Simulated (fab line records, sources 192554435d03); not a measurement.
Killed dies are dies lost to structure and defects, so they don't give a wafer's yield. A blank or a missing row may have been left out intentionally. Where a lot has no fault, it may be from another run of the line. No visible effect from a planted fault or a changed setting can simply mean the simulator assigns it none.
fab line records	flow n5-finfet	part 1 of 2: steps 1 to 4 of 6
[record] lots = 22	wafers = 66	last-day = 18
route steps=1938 shown HKMG_FIN@439 GATE_CUT@488
lots untouched by any fault: they come from a run of this same line in which no faults occurred
start-h: hours from the record's first day to the start of the lot's first wafer shown	wait-h: hours since the lot's step before	" identical to the entry in the row above	L1.1+2: several wafers, shown together as one row	- value missing, or start not given	* or withheld: withheld	< > ~ a bound
route shown NAME@n: NAME is a module with steps in the file, n the number in the route of the first one	usual: mean/standard deviation taken from wafers without a fault	same: alike in all rows	chamber/n: place in a boat	sites: readings site by site	_std_site: their standard deviation	_edge_site: mean of outer sites minus mean of inner sites	radius-mm: how far each site lies from the wafer's centre	mask NAME#n: copy n	behind: tool/chamber where the wafer was last shaped	hold: why the lot was held/for how many hours/how that ended	device: the transistor (n, p or np) that didn't switch	end of line: the same wafers' tests at the end of the route	a step given without rows: its recipe and nothing more	killed: not the wafer's yield, but the dies lost to structure and defects at the first sort	map: the dies of a wafer, with x for killed, . for not killed, _ for no die there
set.NAME: the setting as run; set.NAME@STEP: as run at that earlier step	model.NAME: the simulator's own value behind a step, which no gauge read
steps of the route over a sample of lots; a table a step, a row a wafer
services: from which hour (start-h, from the record's first day; less than 0 if before it) a tool's chamber was out of use, for how many hours, and why
[[steps]]
[step N5_HKMG_FIN_STRIP_92]
[recipe] chemistry = N2/H2	material = SOC	time-s = 20	power-w = 500	temp-c = 40	pressure-mtorr = 50	rf-frequency-hz = 6e+07	bias-power-w = 8	h2-frac = 0.5	n2-flow-sccm = 300	h2-flow-sccm = 300
[usual] drypump-motor-current-A = 5.8/0.42	oes-product-au = 0.77/0.1	rf-fwd-power-W = 496.4/1.6	rf-vpp-V = 54.3/0.97	showerhead-plenum-p-Torr = 3.35/0.14	throttle-valve-pct = 19.1/0.37
lot.wafer	tool	chamber	start-h	wait-h	drypump-motor-current-A	oes-product-au	rf-fwd-power-W	rf-hours-counter-h	rf-vpp-V	showerhead-plenum-p-Torr	throttle-valve-pct
L074.3	rie-diel-02	0	79.71	0.1	6.2	0.73	498.0	175	53.7	3.23	18.7
L074.5	"	0	"	"	6.2	0.73	497.8	-	54.0	3.23	18.7
L074.6	"	1	"	"	5.9	0.67	497.9	-	55.0	3.47	19.5
L075.2	rie-diel-04	2	81.30	0.1	5.3	0.72	496.6	198	55.5	3.36	19.8
L075.5	"	3	"	"	6.0	0.66	496.4	-	55.2	3.29	18.8
L075.6	"	2	"	"	5.3	0.72	496.9	-	55.2	3.36	19.8
L076.1	rie-diel-02	1	92.47	0.1	5.9	0.67	495.0	237	51.8	3.47	19.5
L076.4	"	2	"	"	5.6	0.72	497.4	204	53.9	3.35	19.3
L076.6	"	1	"	"	5.9	0.67	494.9	-	54.3	3.47	19.5
L077.2	rie-diel-02	1	100.03	0.1	5.9	0.66	497.6	240	54.2	3.47	19.5
L077.3	"	0	"	"	6.2	0.71	497.2	182	53.9	3.22	18.8
L077.4	"	3	"	"	6.6	0.70	498.1	179	53.8	3.35	19.4
L078.3	rie-diel-05	0	103.46	0.1	5.1	0.72	492.6	239	55.8	3.47	19.0
L078.4	"	2	"	"	5.5	0.74	495.3	-	53.9	3.10	18.7
L078.6	"	0	"	"	5.2	0.72	492.7	-	54.0	3.47	19.0
L079.1	rie-diel-05	2	107.07	0.1	5.5	0.73	496.4	146	53.0	3.09	18.7
L079.4	"	1	"	"	6.1	0.77	496.3	-	53.9	3.50	18.9
L079.6	"	2	"	"	5.5	0.74	496.8	-	55.0	3.10	18.7
L080.1	rie-diel-05	2	111.02	0.1	5.5	0.74	496.4	148	54.0	3.09	18.7
L080.2	"	0	"	"	5.1	0.72	495.2	243	54.9	3.46	18.9
L080.3	"	1	"	"	6.1	0.77	495.6	132	56.0	3.49	18.9
L081.2	rie-diel-02	3	120.90	0.1	6.6	0.69	495.1	187	53.1	3.35	19.4
L081.4	"	0	"	"	6.2	0.71	497.6	188	54.8	3.22	18.7
L081.6	"	2	"	"	5.6	0.71	497.5	-	56.5	3.34	19.3
L082.2	rie-diel-05	0	126.96	0.1	5.1	0.72	495.2	248	53.2	3.46	19.0
L082.3	"	2	"	"	5.5	0.73	496.7	154	54.1	3.09	18.7
L082.6	"	0	"	"	5.1	0.71	495.8	-	53.5	3.46	19.0
L083.1	rie-diel-05	2	133.88	0.1	5.5	0.73	499.2	156	53.5	3.09	18.7
L083.3	"	1	"	"	6.2	0.76	495.7	140	54.9	3.49	18.9
L083.6	"	2	"	"	5.5	0.72	495.9	-	52.3	3.09	18.7
L084.1	rie-diel-05	3	136.47	0.1	5.6	1.00	496.8	7	54.5	3.31	19.6
L084.2	"	2	"	"	5.5	0.73	499.9	157	53.4	3.09	18.7
L084.5	"	1	"	"	6.1	0.77	497.4	-	54.7	3.49	18.9
L085.4	rie-diel-04	2	150.34	0.0	5.3	0.69	499.0	-	53.9	3.35	19.9
L085.5	"	1	"	"	5.5	0.71	498.5	-	54.8	3.47	18.8
L085.6	"	0	"	"	5.6	0.88	495.4	-	55.4	3.59	19.0
L086.2	rie-diel-04	1	154.50	0.1	5.5	0.70	496.8	215	54.4	3.47	18.8
L086.4	"	1	"	"	5.5	0.70	498.7	-	53.8	3.47	18.8
L086.6	"	0	"	"	5.6	0.88	496.5	-	53.7	3.59	19.0
L087.1	rie-diel-04	2	158.55	0.1	5.3	0.69	496.6	231	52.9	3.35	19.9
L087.2	"	3	"	"	6.1	0.97	498.0	2	55.3	3.28	18.5
L087.3	"	0	"	"	5.6	0.87	494.8	41	55.3	3.59	19.0
L089.1	rie-diel-04	0	165.30	0.1	5.6	0.88	494.3	44	54.5	3.58	19.0
L089.3	"	1	"	"	5.4	0.70	497.7	219	54.6	3.46	18.8
L089.4	"	3	"	"	6.1	0.95	496.6	4	54.2	3.28	18.5
L090.2	rie-diel-05	1	170.96	0.1	6.2	0.76	496.5	154	54.7	3.48	18.9
L090.3	"	2	"	"	5.5	0.72	497.1	170	54.4	3.08	18.8
L090.5	"	2	"	"	5.5	0.71	497.5	-	53.5	3.08	18.8
L091.3	rie-diel-05	2	176.31	0.1	5.5	0.70	496.2	171	52.3	3.08	18.8
L091.4	"	1	"	"	6.2	0.74	495.8	155	53.7	3.48	18.9
L091.6	"	2	"	"	5.5	0.71	496.2	-	53.0	3.08	18.8
L092.2	rie-diel-02	3	189.19	0.1	6.6	0.67	492.4	213	54.9	3.33	19.5
L092.4	"	1	"	"	5.9	0.90	497.2	14	57.1	3.45	19.2
L092.6	"	2	"	"	5.6	0.69	495.8	-	53.9	3.33	19.4
L093.1	rie-diel-05	2	192.07	0.1	5.5	0.71	496.1	177	53.1	3.08	18.8
L093.4	"	3	"	"	5.6	0.94	495.4	26	53.6	3.30	19.7
L093.6	"	3	"	"	5.6	0.94	495.8	-	53.9	3.30	19.7
L094.1	rie-diel-02	2	197.42	0.1	5.6	0.68	496.9	248	53.9	3.33	19.3
L094.2	"	0	"	"	6.2	0.69	497.2	220	53.5	3.20	18.8
L094.3	"	1	"	"	5.9	0.89	496.9	17	54.1	3.45	19.2
L096.2	rie-diel-02	0	213.44	0.1	6.2	0.69	497.0	227	55.0	3.20	18.8
L096.3	"	1	"	"	5.9	0.88	498.8	24	54.0	3.45	19.2
L096.5	"	1	"	"	5.9	0.88	498.4	-	52.5	3.45	19.2
L097.2	rie-diel-05	0	214.19	0.1	5.1	0.94	494.3	21	54.8	3.45	18.6
L097.4	"	1	"	"	6.1	0.73	496.1	-	54.2	3.47	19.0
L097.5	"	2	"	"	5.5	0.70	497.2	-	54.5	3.07	18.8
[step N5_HKMG_FIN_STRIP_88]
[recipe] chemistry = N2/H2	power-w = 2500	temp-c = 300	h2-frac = 0.65	time-s = 360	pressure-mtorr = withheld	n2-flow-sccm = 1750	h2-flow-sccm = 3250
[usual] drypump-motor-current-A = 5.55/0.16	heater-power-w = 476/36
lot.wafer	tool	chamber	start-h	wait-h	drypump-motor-current-A	heater-power-w	rf-hours-counter-h
L074.3	plasma-asher-01	1	80.94	0.1	5.69	419	-
L074.5	"	1	"	"	5.69	423	-
L074.6	"	0	"	"	5.30	529	-
L075.2	plasma-asher-01	0	82.43	0.0	5.28	525	37
L075.5	"	1	"	"	5.70	422	-
L075.6	"	0	"	"	5.30	528	-
L076.1	plasma-asher-01	1	93.59	0.0	5.70	420	39
L076.4	"	0	"	"	5.24	528	-
L076.6	"	1	"	"	5.67	422	-
L077.2	plasma-asher-02	1	101.16	0.0	5.58	489	91
L077.3	"	1	"	"	5.58	486	-
L077.4	"	0	"	"	5.64	470	-
L078.3	plasma-asher-01	0	104.70	0.1	5.27	530	-
L078.4	"	1	"	"	5.69	440	-
L078.6	"	1	"	"	5.72	416	-
L079.1	plasma-asher-01	0	108.33	0.0	5.30	529	43
L079.4	"	1	"	"	5.73	429	-
L079.6	"	0	"	"	5.27	525	-
L080.1	plasma-asher-01	1	112.30	0.0	5.70	425	44
L080.2	"	0	"	"	5.29	523	44
L080.3	"	0	"	"	5.27	527	-
L081.2	plasma-asher-02	1	122.15	0.0	5.60	483	95
L081.4	"	0	"	"	5.65	465	-
L081.6	"	0	"	"	5.65	455	-
L082.2	plasma-asher-02	1	128.14	0.0	5.57	501	96
L082.3	"	0	"	"	5.65	457	-
L082.6	"	1	"	"	5.57	487	-
L083.1	plasma-asher-02	1	135.05	0.0	5.55	478	98
L083.3	"	0	"	"	5.67	458	-
L083.6	"	0	"	"	5.62	466	-
L084.1	plasma-asher-01	1	137.61	0.0	5.68	427	49
L084.2	"	0	"	"	5.29	523	49
L084.5	"	0	"	"	5.31	529	-
L085.4	plasma-asher-01	0	151.62	0.1	5.29	524	-
L085.5	"	0	"	"	5.25	518	-
L085.6	"	1	"	"	5.71	429	-
L086.2	plasma-asher-02	0	155.63	0.0	5.64	482	101
L086.4	"	1	"	"	5.55	473	-
L086.6	"	1	"	"	5.55	492	-
L087.1	plasma-asher-01	1	159.86	0.0	5.68	427	53
L087.2	"	0	"	"	5.25	529	53
L087.3	"	0	"	"	5.29	528	-
L089.1	plasma-asher-02	1	166.47	0.0	5.54	494	104
L089.3	"	1	"	"	5.55	486	-
L089.4	"	0	"	"	5.67	461	-
L090.2	plasma-asher-02	1	172.10	0.0	5.59	486	105
L090.3	"	0	"	"	5.64	454	-
L090.5	"	1	"	"	5.56	480	-
L091.3	plasma-asher-01	0	177.63	0.1	5.23	518	-
L091.4	"	1	"	"	5.70	415	-
L091.6	"	1	"	"	5.71	431	-
L092.2	plasma-asher-02	1	190.50	0.0	5.60	485	108
L092.4	"	1	"	"	5.57	499	-
L092.6	"	0	"	"	5.66	469	-
L093.1	plasma-asher-01	0	193.20	0.0	5.27	524	60
L093.4	"	0	"	"	5.25	515	-
L093.6	"	0	"	"	5.30	530	-
L094.1	plasma-asher-02	1	198.54	0.0	5.58	482	110
L094.2	"	0	"	"	5.64	465	110
L094.3	"	1	"	"	5.60	495	-
L096.2	plasma-asher-02	1	214.76	0.2	5.56	484	113
L096.3	"	1	"	"	5.56	504	-
L096.5	"	1	"	"	5.57	485	-
L097.2	plasma-asher-02	1	215.37	0.1	5.56	483	114
L097.4	"	0	"	"	5.65	468	-
L097.5	"	0	"	"	5.59	465	-
[step N5_HKMG_FIN_STRIP_90]
[recipe] chemistry = N2/H2	material = SOC	time-s = 20	power-w = 500	temp-c = 40	pressure-mtorr = 50	rf-frequency-hz = 6e+07	bias-power-w = 8	h2-frac = 0.5	n2-flow-sccm = 300	h2-flow-sccm = 300
[usual] drypump-motor-current-A = 5.8/0.39	oes-product-au = 0.76/0.11	rf-fwd-power-W = 497.2/1.6	rf-vpp-V = 54.2/0.92	showerhead-plenum-p-Torr = 3.37/0.13	throttle-valve-pct = 19.1/0.4
lot.wafer	tool	chamber	start-h	wait-h	drypump-motor-current-A	oes-product-au	rf-fwd-power-W	rf-hours-counter-h	rf-vpp-V	showerhead-plenum-p-Torr	throttle-valve-pct
L074.3	rie-diel-04	2	81.71	0.0	5.3	0.71	497.7	198	53.2	3.36	19.8
L074.5	"	0	"	"	5.6	0.95	497.7	-	54.6	3.61	19.0
L074.6	"	3	"	"	6.1	0.65	494.4	-	53.6	3.29	18.8
L075.2	rie-diel-04	1	83.31	0.0	5.5	0.72	496.7	194	52.5	3.48	18.8
L075.5	"	0	"	"	5.6	0.94	496.8	-	54.9	3.60	19.0
L075.6	"	3	"	"	6.1	0.65	497.1	-	54.3	3.29	18.8
L076.1	rie-diel-02	3	94.47	0.0	6.6	0.70	495.6	177	53.9	3.35	19.4
L076.4	"	1	"	"	6.0	0.66	498.0	238	54.7	3.47	19.5
L076.6	"	0	"	"	6.2	0.72	496.1	-	54.0	3.22	18.8
L077.2	rie-diel-05	0	102.05	0.0	5.1	0.72	495.7	238	55.9	3.47	19.0
L077.3	"	1	"	"	6.2	0.76	498.0	128	53.0	3.50	18.9
L077.4	"	2	"	"	5.5	0.74	496.0	-	53.8	3.10	18.7
L078.3	rie-diel-02	0	105.46	0.0	6.1	0.72	496.9	184	53.7	3.22	18.8
L078.4	"	1	"	"	6.0	0.66	498.2	242	54.2	3.46	19.6
L078.6	"	3	"	"	6.6	0.70	495.5	-	54.8	3.35	19.4
L079.1	rie-diel-02	0	109.33	0.0	6.1	0.72	500.3	185	54.9	3.22	18.8
L079.4	"	1	"	"	6.0	0.65	497.0	244	53.8	3.46	19.6
L079.6	"	2	"	"	5.6	0.72	495.8	-	52.9	3.35	19.3
L080.1	rie-diel-02	3	113.18	0.0	6.6	0.70	495.5	184	51.6	3.35	19.4
L080.2	"	2	"	"	5.6	0.71	494.6	213	53.6	3.35	19.3
L080.3	"	1	"	"	6.0	0.66	498.3	245	54.6	3.46	19.5
L081.2	rie-diel-02	2	123.12	0.0	5.6	0.71	496.7	218	53.1	3.34	19.3
L081.4	"	3	"	"	6.6	0.69	497.1	189	54.0	3.35	19.4
L081.6	"	3	"	"	6.6	0.68	497.0	-	56.0	3.35	19.4
L082.2	rie-diel-04	2	129.03	0.0	5.3	0.69	498.6	217	55.3	3.35	19.9
L082.3	"	1	"	"	5.5	0.71	497.6	204	54.7	3.47	18.8
L082.6	"	0	"	"	5.6	0.90	497.3	-	53.0	3.59	19.0
L083.1	rie-diel-02	2	135.94	0.0	5.6	0.72	494.3	223	53.3	3.34	19.3
L083.3	"	1	"	"	6.0	0.65	498.4	250	53.8	3.46	19.6
L083.6	"	1	"	"	5.9	0.65	500.4	-	54.8	3.46	19.5
L084.1	rie-diel-04	0	138.49	0.0	5.6	0.90	495.3	32	55.0	3.59	19.0
L084.2	"	2	"	"	5.3	0.70	498.4	222	54.1	3.35	19.9
L084.5	"	2	"	"	5.3	0.69	497.1	-	54.3	3.35	19.9
L085.4	rie-diel-02	0	152.49	0.0	6.2	0.71	499.7	-	55.2	3.21	18.8
L085.5	"	2	"	"	5.6	0.70	497.0	-	54.0	3.34	19.3
L085.6	"	3	"	"	6.6	0.68	495.3	-	53.5	3.34	19.5
L086.2	rie-diel-05	3	156.51	0.0	5.5	0.97	495.1	14	54.3	3.30	19.6
L086.4	"	3	"	"	5.5	0.97	495.6	-	55.7	3.31	19.7
L086.6	"	1	"	"	6.1	0.76	498.3	-	55.1	3.48	18.9
L087.1	rie-diel-05	2	160.74	0.0	5.5	0.72	500.5	166	51.9	3.08	18.7
L087.2	"	0	"	"	5.1	1.02	499.2	2	53.9	3.46	18.5
L087.3	"	1	"	"	6.1	0.75	494.6	150	54.1	3.48	18.9
L089.1	rie-diel-04	0	167.40	0.0	5.6	0.87	496.2	45	54.6	3.58	19.0
L089.3	"	2	"	"	5.3	0.67	495.0	236	55.2	3.34	19.9
L089.4	"	3	"	"	6.1	0.95	497.6	5	54.4	3.28	18.5
L090.2	rie-diel-04	0	173.38	0.0	5.6	0.87	497.4	47	54.2	3.58	19.0
L090.3	"	3	"	"	6.1	0.95	496.1	8	53.3	3.28	18.6
L090.5	"	0	"	"	5.6	0.87	497.3	-	54.2	3.58	19.0
L091.3	rie-diel-04	0	178.39	0.0	5.6	0.86	495.8	50	55.6	3.58	19.0
L091.4	"	3	"	"	6.1	0.93	497.8	-	53.1	3.27	18.6
L091.6	"	2	"	"	5.3	0.68	496.8	-	54.8	3.34	19.9
L092.2	rie-diel-02	2	191.47	0.0	5.6	0.70	494.5	245	54.9	3.33	19.4
L092.4	"	1	"	"	5.9	0.89	496.8	15	54.1	3.45	19.2
L092.6	"	1	"	"	5.9	0.89	497.7	-	54.7	3.45	19.1
L093.1	rie-diel-04	0	194.21	0.0	5.6	0.85	497.0	57	54.2	3.58	19.1
L093.4	"	2	"	"	5.3	0.68	495.5	-	54.7	3.34	19.9
L093.6	"	3	"	"	6.1	0.92	496.6	-	54.2	3.27	18.5
L094.1	rie-diel-02	1	199.46	0.0	5.9	0.89	498.3	18	52.8	3.45	19.1
L094.2	"	3	"	"	6.6	0.67	496.0	215	53.0	3.33	19.5
L094.3	"	0	"	"	6.2	0.69	497.4	221	53.9	3.20	18.8
L096.2	rie-diel-05	0	215.66	0.0	5.1	0.95	497.1	23	53.5	3.45	18.6
L096.3	"	1	"	"	6.2	0.74	498.2	172	54.1	3.47	19.0
L096.5	"	1	"	"	6.2	0.73	499.3	-	54.0	3.47	19.0
L097.2	rie-diel-05	2	216.35	0.0	5.5	0.70	499.4	189	53.2	3.07	18.8
L097.4	"	0	"	"	5.2	0.95	498.6	23	54.7	3.45	18.6
L097.5	"	2	"	"	5.5	0.70	500.6	-	53.6	3.07	18.8
[step N5_GATE_CUT_OVL_MEAS_14]
[recipe] points-per-wafer = 522
[usual] GATE_CUT_OVL = -0.3/0.65
lot.wafer	tool	chamber	start-h	wait-h	GATE_CUT_OVL[nm]
L074.3	overlay-02	0	87.60	0.0	-0.6
L074.5	"	0	"	"	-1.1
L074.6	"	0	"	"	-0.9
L075.2	overlay-02	0	92.64	0.0	-0.4
L075.5	"	0	"	"	0.4
L075.6	"	0	"	"	0.1
L076.1	overlay-02	0	100.56	0.0	0.8
L076.4	"	0	"	"	0.0
L076.6	"	0	"	"	0.9
L077.2	overlay-02	0	107.69	0.0	1.2
L077.3	"	0	"	"	0.2
L077.4	"	0	"	"	-0.1
L078.3	overlay-01	0	111.05	0.0	-0.5
L078.4	"	0	"	"	0.2
L078.6	"	0	"	"	0.2
L079.1	overlay-02	0	114.88	0.0	-0.2
L079.4	"	0	"	"	0.0
L079.6	"	0	"	"	0.4
L080.1	overlay-01	0	118.85	0.0	-0.9
L080.2	"	0	"	"	-0.5
L080.3	"	0	"	"	-0.5
L081.2	overlay-01	0	129.02	0.0	1.0
L081.4	"	0	"	"	-0.1
L081.6	"	0	"	"	-0.3
L082.2	overlay-01	0	134.57	0.0	0.7
L082.3	"	0	"	"	0.1
L082.6	"	0	"	"	-0.6
L083.1	overlay-01	0	141.49	0.0	0.9
L083.3	"	0	"	"	-0.5
L083.6	"	0	"	"	-0.6
L084.1	overlay-02	0	144.49	0.0	-0.7
L084.2	"	0	"	"	0.0
L084.5	"	0	"	"	-0.8
L085.4	overlay-02	0	158.41	0.0	0.7
L085.5	"	0	"	"	0.1
L085.6	"	0	"	"	-0.5
L086.2	overlay-01	0	162.27	0.0	-0.2
L086.4	"	0	"	"	-0.3
L086.6	"	0	"	"	-0.4
L087.1	overlay-02	0	166.67	0.0	-0.9
L087.2	"	0	"	"	-0.4
L087.3	"	0	"	"	-0.8
L089.1	overlay-02	0	173.45	0.0	-0.7
L089.3	"	0	"	"	-0.8
L089.4	"	0	"	"	-1.6
L090.2	overlay-01	0	178.95	0.0	-0.6
L090.3	"	0	"	"	-0.3
L090.5	"	0	"	"	-0.4
L091.3	overlay-02	0	185.32	0.0	0.2
L091.4	"	0	"	"	0.0
L091.6	"	0	"	"	0.2
L092.2	overlay-02	0	197.09	0.0	-0.6
L092.4	"	0	"	"	-0.4
L092.6	"	0	"	"	-0.6
L093.1	overlay-01	0	199.95	0.0	-0.6
L093.4	"	0	"	"	0.0
L093.6	"	0	"	"	0.2
L094.1	overlay-02	0	206.23	0.0	-0.9
L094.2	"	0	"	"	-1.3
L094.3	"	0	"	"	-0.5
L096.2	overlay-02	0	221.30	0.0	0.7
L096.3	"	0	"	"	-0.1
L096.5	"	0	"	"	-0.1
L097.2	overlay-01	0	222.30	0.0	-2.1
L097.4	"	0	"	"	-1.9
L097.5	"	0	"	"	-0.8
